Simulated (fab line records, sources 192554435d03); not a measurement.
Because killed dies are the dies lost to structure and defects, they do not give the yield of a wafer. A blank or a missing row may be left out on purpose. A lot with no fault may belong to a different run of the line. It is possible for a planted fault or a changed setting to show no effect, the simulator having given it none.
Split-lot experiment / flow n5-finfet / 21 wafers read from 7 lots, route of 1938 steps

## THE SPLIT
At N5_BEOL_M10_HM_DEP_02 (deposits TiN, target thk 20 nm), the setting target-thk-a was moved away from the recipe's 200 angstrom on 5 of the 21 wafers read, by -8.0% to +8.6%. For the rest of the wafers, this setting stayed at what the recipe calls for.

## FROM THE SPLIT TO THE READING: what the file shows between them, 4 steps
- N5_BEOL_M10_COAT_59: time 60 s, resist thk 100 nm
- N5_BEOL_M10_COAT_60: time 60 s, resist thk 30 nm
- N5_BEOL_M10_STRIP_68: strips in N2/H2
- N5_BEOL_M10_STRIP_67: strips in CF4

## THE READING
etch.depth-nm (the simulator's own value, which no gauge read), in nm, at N5_BEOL_M10_HM_OPEN_17 (chemistry Cl2/BCl3, target TiN, target depth 20 nm, overetch 6 nm). There is no usual value for it anywhere in the file. Here, 16 wafers ran the recipe; their average is 19.91 nm with a standard deviation of 0.22 nm.

wafer=L081.1; tool, chamber at the split=pvd-sputter-03, -; target-thk-a as run, angstrom=217.2; against the recipe=+8.6%; etch.depth-nm, nm=21.59; against lot-mates on the recipe=no lot-mate on the recipe
wafer=L081.2; tool, chamber at the split=pvd-sputter-03, -; target-thk-a as run, angstrom=217.2; against the recipe=+8.6%; etch.depth-nm, nm=21.77; against lot-mates on the recipe=no lot-mate on the recipe
wafer=L081.4; tool, chamber at the split=pvd-sputter-03, -; target-thk-a as run, angstrom=217.2; against the recipe=+8.6%; etch.depth-nm, nm=21.62; against lot-mates on the recipe=no lot-mate on the recipe
wafer=L083.1; tool, chamber at the split=pvd-sputter-01, -; target-thk-a as run, angstrom=200; against the recipe=recipe; etch.depth-nm, nm=20.35; against lot-mates on the recipe=-
wafer=L083.2; tool, chamber at the split=pvd-sputter-01, -; target-thk-a as run, angstrom=200; against the recipe=recipe; etch.depth-nm, nm=19.93; against lot-mates on the recipe=-
wafer=L083.5; tool, chamber at the split=pvd-sputter-01, -; target-thk-a as run, angstrom=200; against the recipe=recipe; etch.depth-nm, nm=19.85; against lot-mates on the recipe=-
wafer=L084.1; tool, chamber at the split=pvd-sputter-01, -; target-thk-a as run, angstrom=200; against the recipe=recipe; etch.depth-nm, nm=19.64; against lot-mates on the recipe=-
wafer=L084.5; tool, chamber at the split=pvd-sputter-01, -; target-thk-a as run, angstrom=200; against the recipe=recipe; etch.depth-nm, nm=19.72; against lot-mates on the recipe=-
wafer=L084.6; tool, chamber at the split=pvd-sputter-01, -; target-thk-a as run, angstrom=200; against the recipe=recipe; etch.depth-nm, nm=19.99; against lot-mates on the recipe=-
wafer=L086.2; tool, chamber at the split=pvd-sputter-01, -; target-thk-a as run, angstrom=200; against the recipe=recipe; etch.depth-nm, nm=19.8; against lot-mates on the recipe=-
wafer=L086.3; tool, chamber at the split=pvd-sputter-01, -; target-thk-a as run, angstrom=200; against the recipe=recipe; etch.depth-nm, nm=19.86; against lot-mates on the recipe=-
wafer=L086.4; tool, chamber at the split=pvd-sputter-01, -; target-thk-a as run, angstrom=200; against the recipe=recipe; etch.depth-nm, nm=19.61; against lot-mates on the recipe=-
wafer=L088.1; tool, chamber at the split=pvd-sputter-02, -; target-thk-a as run, angstrom=200; against the recipe=recipe; etch.depth-nm, nm=20.1; against lot-mates on the recipe=-
wafer=L088.3; tool, chamber at the split=pvd-sputter-02, -; target-thk-a as run, angstrom=186.1; against the recipe=-7.0%; etch.depth-nm, nm=18.4; against lot-mates on the recipe=-1.67
wafer=L088.6; tool, chamber at the split=pvd-sputter-02, -; target-thk-a as run, angstrom=200; against the recipe=recipe; etch.depth-nm, nm=20.03; against lot-mates on the recipe=-
wafer=L093.1; tool, chamber at the split=pvd-sputter-03, -; target-thk-a as run, angstrom=184.1; against the recipe=-8.0%; etch.depth-nm, nm=18.38; against lot-mates on the recipe=-1.75
wafer=L093.3; tool, chamber at the split=pvd-sputter-03, -; target-thk-a as run, angstrom=200; against the recipe=recipe; etch.depth-nm, nm=20.11; against lot-mates on the recipe=-
wafer=L093.5; tool, chamber at the split=pvd-sputter-03, -; target-thk-a as run, angstrom=200; against the recipe=recipe; etch.depth-nm, nm=20.15; against lot-mates on the recipe=-
wafer=L091.4; tool, chamber at the split=pvd-sputter-01, -; target-thk-a as run, angstrom=200; against the recipe=recipe; etch.depth-nm, nm=20.16; against lot-mates on the recipe=-
wafer=L091.5; tool, chamber at the split=pvd-sputter-01, -; target-thk-a as run, angstrom=200; against the recipe=recipe; etch.depth-nm, nm=19.73; against lot-mates on the recipe=-
wafer=L091.6; tool, chamber at the split=pvd-sputter-01, -; target-thk-a as run, angstrom=200; against the recipe=recipe; etch.depth-nm, nm=19.56; against lot-mates on the recipe=-

THE FIT
A straight line over all 21 wafers: etch.depth-nm changes by +0.203 nm for each +1% of target-thk-a; r = +0.97; the points scatter about the line by 0.21 nm.
The same after taking each lot's own level away (the mean of its wafers on the recipe; 18 wafers): +0.228 nm for each +1%; r = +0.96; scatter 0.17 nm.
On that fit, the largest move of target-thk-a shifts the reading by 2 nm.
The span of the lots' own levels, 19.757 to 20.130 nm, comes to 1.7 times the standard deviation stated above.
So the slope is not independent of the lot-to-lot level: the two fits are not the same.
Check: with one of the wafers moved furthest among these (-8.0%) left out of the fit, the line predicts -1.9 nm for it against its lot-mates. It came out at -1.75 nm against them.

## THE OTHER SPLITS THESE WAFERS WENT THROUGH
Before the reading, these wafers also passed through other splits. Each is held against what the fit with the lots' levels taken away leaves over:
other split on the same wafers=N5_BEOL_M6_TRENCH_ETCH_37 source-w; wafers away from the commonest value=5; r with etch.depth-nm (lot level and that fit taken away)=+0.14
other split on the same wafers=N5_BEOL_M7_EXPOSE_25 dose-mj; wafers away from the commonest value=9; r with etch.depth-nm (lot level and that fit taken away)=-0.12
other split on the same wafers=N5_BEOL_M8_ETCH_62 time-s; wafers away from the commonest value=7; r with etch.depth-nm (lot level and that fit taken away)=-0.08
other split on the same wafers=N5_BEOL_M8_COAT_71 spin-rpm; wafers away from the commonest value=7; r with etch.depth-nm (lot level and that fit taken away)=+0.11
other split on the same wafers=N5_BEOL_M9_COAT_05 spin-rpm; wafers away from the commonest value=9; r with etch.depth-nm (lot level and that fit taken away)=-0.45
other split on the same wafers=N5_BEOL_M10_ILD_DEP_00 time-s; wafers away from the commonest value=7; r with etch.depth-nm (lot level and that fit taken away)=-0.13

## THE WHOLE CHAIN: every reading that the file lists as answering this split, in the file's order
step=N5_BEOL_M10_HM_DEP_02; what it does=deposits TiN, target thk 20 nm; reading=TiN_of_BEOL_M10_HM_DEP_02.thk-nm (the simulator's own value, which no gauge read); change (the file's fit)=+0.228 nm for each +1% of the setting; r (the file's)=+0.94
step=N5_BEOL_M10_HM_OPEN_17; what it does=chemistry Cl2/BCl3, target TiN, target depth 20 nm, overetch 6 nm; reading=etch.depth-nm (the simulator's own value, which no gauge read); change (the file's fit)=+0.229 nm for each +1% of the setting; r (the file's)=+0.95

## THE FILE'S OWN FIT
etch.depth-nm changes by +0.229 nm for each +1% of target-thk-a, r = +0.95.
